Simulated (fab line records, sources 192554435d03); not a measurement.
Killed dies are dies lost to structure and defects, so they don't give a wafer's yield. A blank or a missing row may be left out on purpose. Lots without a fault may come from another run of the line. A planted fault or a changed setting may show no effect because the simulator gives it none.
Which tool did it? | flow n5_finfet | 14 lots, 42 wafers sampled, at 4 steps of a route of 1938

WHAT THE GAUGES READ, wafer by wafer
The record holds no reading of a measuring or inspecting step that can be judged against a usual standard deviation.

WHICH TOOL RAN EACH LOT (tool, then ch and the chambers of the sampled wafers, then the start)
lot  | N5_BEOL_M9_PEB_09                 | N5_BEOL_M9_ETCH_61                 | N5_BEOL_M9_HM_OPEN_17             | N5_BEOL_M9_STRIP_19
L242 | litho_track-04 ch 0, day 9 07:06  | rie_diel-01 ch 2,3, day 9 07:17    | rie_metal-01 ch 1, day 9 07:32    | rie_diel-01 ch 0,1,3, day 9 07:38
L243 | litho_track-03 ch 0, day 10 01:31 | rie_diel-01 ch 0,1, day 10 01:53   | rie_metal-01 ch 0,1, day 10 02:07 | rie_diel-03 ch 1,2,3, day 10 02:14
L245 | litho_track-04 ch 0, day 10 09:51 | rie_diel-02 ch 1,2,3, day 10 10:02 | rie_metal-02 ch 1, day 10 10:17   | rie_diel-01 ch 1,2,3, day 10 10:29
L246 | litho_track-04 ch 0, day 10 12:14 | rie_diel-02 ch 1,2,3, day 10 12:31 | rie_metal-03 ch 0,1, day 10 12:44 | rie_diel-01 ch 1,2,3, day 10 12:52
L247 | litho_track-04 ch 0, day 11 00:25 | rie_diel-02 ch 0,1,2, day 11 01:11 | rie_metal-01 ch 1, day 11 01:25   | rie_diel-02 ch 1,2, day 11 01:39
L248 | litho_track-01 ch 0, day 11 07:22 | rie_diel-01 ch 1,3, day 11 07:33   | rie_metal-02 ch 0,1, day 11 07:47 | rie_diel-03 ch 1,3, day 11 07:54
L251 | litho_track-03 ch 0, day 11 19:40 | rie_diel-03 ch 0,1,3, day 11 19:53 | rie_metal-02 ch 0,1, day 11 20:08 | rie_diel-01 ch 1,3, day 11 20:14
L258 | litho_track-03 ch 0, day 14 06:24 | rie_diel-03 ch 0,2,3, day 14 06:36 | rie_metal-03 ch 0,1, day 14 06:50 | rie_diel-02 ch 0,1, day 14 06:56
L260 | litho_track-01, day 14 13:00      | rie_diel-03 ch 1,2, day 14 13:11   | rie_metal-01 ch 0, day 14 13:26   | rie_diel-02 ch 0,1, day 14 13:38
L259 | litho_track-01, day 15 01:31      | rie_diel-02 ch 0,1,2, day 15 01:47 | rie_metal-02 ch 0,1, day 15 02:01 | rie_diel-03 ch 0,1,3, day 15 02:08
L261 | litho_track-04 ch 0, day 15 06:28 | rie_diel-02 ch 0,2,3, day 15 06:40 | rie_metal-03 ch 0,1, day 15 06:54 | rie_diel-01 ch 0,2,3, day 15 07:01
L262 | litho_track-03 ch 0, day 15 18:02 | rie_diel-03 ch 2,3, day 15 18:13   | rie_metal-03 ch 0,1, day 15 18:29 | rie_diel-03 ch 1,2,3, day 15 18:34
L263 | litho_track-03 ch 0, day 15 23:05 | rie_diel-01 ch 0,2, day 15 23:32   | rie_metal-02 ch 0, day 15 23:46   | rie_diel-03 ch 0,2, day 15 23:58
L264 | litho_track-01 ch 0, day 16 15:26 | rie_diel-03 ch 1,2, day 16 15:38   | rie_metal-03 ch 0,1, day 16 15:52 | rie_diel-03 ch 0,1,2, day 16 15:59
- N5_BEOL_M9_PEB_09: peb time 60 s.
- N5_BEOL_M9_ETCH_61: etches SiARC in CF4, target depth 39 nm, time 65 s.
- N5_BEOL_M9_HM_OPEN_17: chemistry Cl2/BCl3, target TiN, target depth 20 nm, overetch 6 nm.
- N5_BEOL_M9_STRIP_19: strips in O2.

WHAT THE TOOLS THEMSELVES READ (means of the sampled wafers that have a number; where no wafer has one, the mark that the record gives instead)
N5_BEOL_M9_PEB_09. Usual: chill_plate_temp_C 23.01 C, standard deviation 0.11; exhaust_pa 44.9 Pa, standard deviation 0.86.
lot  | tool           | chill_plate_temp_C (C) | exhaust_pa (Pa) | flag
L242 | litho_track-04 | 23.02                  | 45.2            |
L243 | litho_track-03 | 22.99                  | 43.3            |
L245 | litho_track-04 | 22.99                  | 44.7            |
L246 | litho_track-04 | 23.11                  | 45.0            |
L247 | litho_track-04 | 23.03                  | 45.7            |
L248 | litho_track-01 | 22.96                  | 44.9            |
L251 | litho_track-03 | 23.05                  | 45.8            |
L258 | litho_track-03 | 22.93                  | 45.5            |
L260 | litho_track-01 | -                      | -               | OFF
L259 | litho_track-01 | -                      | -               | OFF
L261 | litho_track-04 | 23.01                  | 45.0            |
L262 | litho_track-03 | 22.93                  | 44.4            |
L263 | litho_track-03 | 22.85                  | 44.6            |
L264 | litho_track-01 | 23.03                  | 44.1            |

N5_BEOL_M9_ETCH_61. Usual: drypump_motor_current_A 5.7 A, standard deviation 0.48; etch_rf_on_time_s 64.4 s, standard deviation 1.7; oes_product_au 0.69 a.u., standard deviation 0.094; rf_vpp_V 184.1 V, standard deviation 1.1; showerhead_plenum_p_Torr 2.14 Torr, standard deviation 0.076; throttle_valve_pct 15.61 %, standard deviation 0.25.
lot  | tool        | drypump_motor_current_A (A) | etch_rf_on_time_s (s) | oes_product_au (a.u.) | rf_vpp_V (V) | showerhead_plenum_p_Torr (Torr) | throttle_valve_pct (%) | flag
L242 | rie_diel-01 | 6.0                         | 64.2                  | 0.61                  | 184.2        | 2.14                            | 16.01                  |
L243 | rie_diel-01 | 6.2                         | 64.1                  | 0.64                  | 184.4        | 2.09                            | 15.45                  |
L245 | rie_diel-02 | 5.8                         | 65.0                  | 0.65                  | 183.5        | 2.13                            | 15.51                  |
L246 | rie_diel-02 | 5.8                         | 64.9                  | 0.65                  | 183.7        | 2.13                            | 15.52                  |
L247 | rie_diel-02 | 5.7                         | 65.5                  | 0.64                  | 182.6        | 2.08                            | 15.61                  |
L248 | rie_diel-01 | 6.6                         | 65.1                  | 0.60                  | 184.7        | 2.15                            | 15.75                  |
L251 | rie_diel-03 | 5.5                         | 63.3                  | 0.61                  | 184.3        | 2.11                            | 15.93                  |
L258 | rie_diel-03 | 5.3                         | 62.7                  | 0.76                  | 185.3        | 2.16                            | 15.64                  |
L260 | rie_diel-03 | 5.4                         | 62.5                  | 0.76                  | 184.3        | 2.14                            | 15.59                  |
L259 | rie_diel-02 | 5.7                         | 65.9                  | 0.69                  | 184.2        | 2.16                            | 15.48                  |
L261 | rie_diel-02 | 5.5                         | 66.8                  | 0.72                  | 184.4        | 2.20                            | 15.39                  |
L262 | rie_diel-03 | 5.2                         | 63.0                  | 0.74                  | 184.4        | 2.15                            | 15.58                  |
L263 | rie_diel-01 | 5.6                         | 64.5                  | 0.73                  | 184.4        | 2.14                            | 15.51                  |
L264 | rie_diel-03 | 5.4                         | 62.9                  | 0.73                  | 184.3        | 2.13                            | 15.63                  |

N5_BEOL_M9_HM_OPEN_17. Usual: drypump_motor_current_A 5.48 A, standard deviation 0.2; oes_product_au 0.68 a.u., standard deviation 0.08; throttle_valve_pct 22.20 %, standard deviation 0.19.
lot  | tool         | drypump_motor_current_A (A) | oes_product_au (a.u.) | throttle_valve_pct (%) | flag
L242 | rie_metal-01 | 5.60                        | 0.76                  | 21.90                  |
L243 | rie_metal-01 | 5.67                        | 0.72                  | 21.95                  |
L245 | rie_metal-02 | 5.30                        | 0.71                  | 22.35                  |
L246 | rie_metal-03 | 5.32                        | 0.63                  | 22.22                  |
L247 | rie_metal-01 | 5.57                        | 0.74                  | 21.90                  |
L248 | rie_metal-02 | 5.39                        | 0.75                  | 22.26                  |
L251 | rie_metal-02 | 5.37                        | 0.72                  | 22.28                  |
L258 | rie_metal-03 | 5.32                        | 0.63                  | 22.21                  |
L260 | rie_metal-01 | 5.89                        | 0.62                  | 22.08                  |
L259 | rie_metal-02 | 5.36                        | 0.71                  | 22.30                  |
L261 | rie_metal-03 | 5.41                        | 0.77                  | 22.06                  |
L262 | rie_metal-03 | 5.30                        | 0.71                  | 22.08                  |
L263 | rie_metal-02 | 5.47                        | 0.73                  | 22.17                  |
L264 | rie_metal-03 | 5.38                        | 0.76                  | 22.05                  |

N5_BEOL_M9_STRIP_19. Usual: drypump_motor_current_A 5.8 A, standard deviation 0.49; oes_product_au 0.79 a.u., standard deviation 0.094; rf_vpp_V 3.6 V, standard deviation 0.61; showerhead_plenum_p_Torr 2.10 Torr, standard deviation 0.076; throttle_valve_pct 16.73 %, standard deviation 0.26.
lot  | tool        | drypump_motor_current_A (A) | oes_product_au (a.u.) | rf_vpp_V (V) | showerhead_plenum_p_Torr (Torr) | throttle_valve_pct (%) | flag
L242 | rie_diel-01 | 6.2                         | 0.77                  | 4.4          | 2.10                            | 16.56                  |
L243 | rie_diel-03 | 5.3                         | 0.72                  | 4.4          | 2.08                            | 16.96                  |
L245 | rie_diel-01 | 6.3                         | 0.69                  | 3.4          | 2.08                            | 16.90                  |
L246 | rie_diel-01 | 6.3                         | 0.70                  | 3.1          | 2.08                            | 16.90                  |
L247 | rie_diel-02 | 6.0                         | 0.71                  | 3.2          | 2.04                            | 16.65                  |
L248 | rie_diel-03 | 5.3                         | 0.72                  | 3.6          | 2.05                            | 16.98                  |
L251 | rie_diel-01 | 6.6                         | 0.68                  | 4.1          | 2.04                            | 16.64                  |
L258 | rie_diel-02 | 5.9                         | 0.73                  | 3.5          | 2.05                            | 16.66                  |
L260 | rie_diel-02 | 5.9                         | 0.73                  | 3.9          | 2.05                            | 16.66                  |
L259 | rie_diel-03 | 5.5                         | 0.79                  | 3.4          | 2.07                            | 16.90                  |
L261 | rie_diel-01 | 5.9                         | 0.82                  | 4.1          | 2.12                            | 16.77                  |
L262 | rie_diel-03 | 5.4                         | 0.78                  | 4.0          | 2.06                            | 16.86                  |
L263 | rie_diel-03 | 5.5                         | 0.94                  | 3.3          | 2.13                            | 16.59                  |
L264 | rie_diel-03 | 5.6                         | 0.86                  | 3.7          | 2.09                            | 16.76                  |

THE ANSWER, worked out from the rows above alone
Rule: a lot is off if the mean of its wafers that have a number lies more than 3 standard deviations from the usual mean. A lot without any number at a reading at which 4 lots or more have one is off too. The other lots that the step has rows for count as sound. The gauges are gone through in route order, then the tools' own readings, and for those a lot's mean is taken as printed above. The first step at which some lot is off is used, and at that step the reading that is off furthest; a lot without a number counts as furthest.
Off: L260, L259, at N5_BEOL_M9_PEB_09 (chill_plate_temp_C). Without a number there: L260, L259.
A tool fits if, at that step or a process step before it, it ran every lot that is off, and no sound lot after the first of them. None of those tried fits.

WHAT THE SIMULATOR HAD PUT IN
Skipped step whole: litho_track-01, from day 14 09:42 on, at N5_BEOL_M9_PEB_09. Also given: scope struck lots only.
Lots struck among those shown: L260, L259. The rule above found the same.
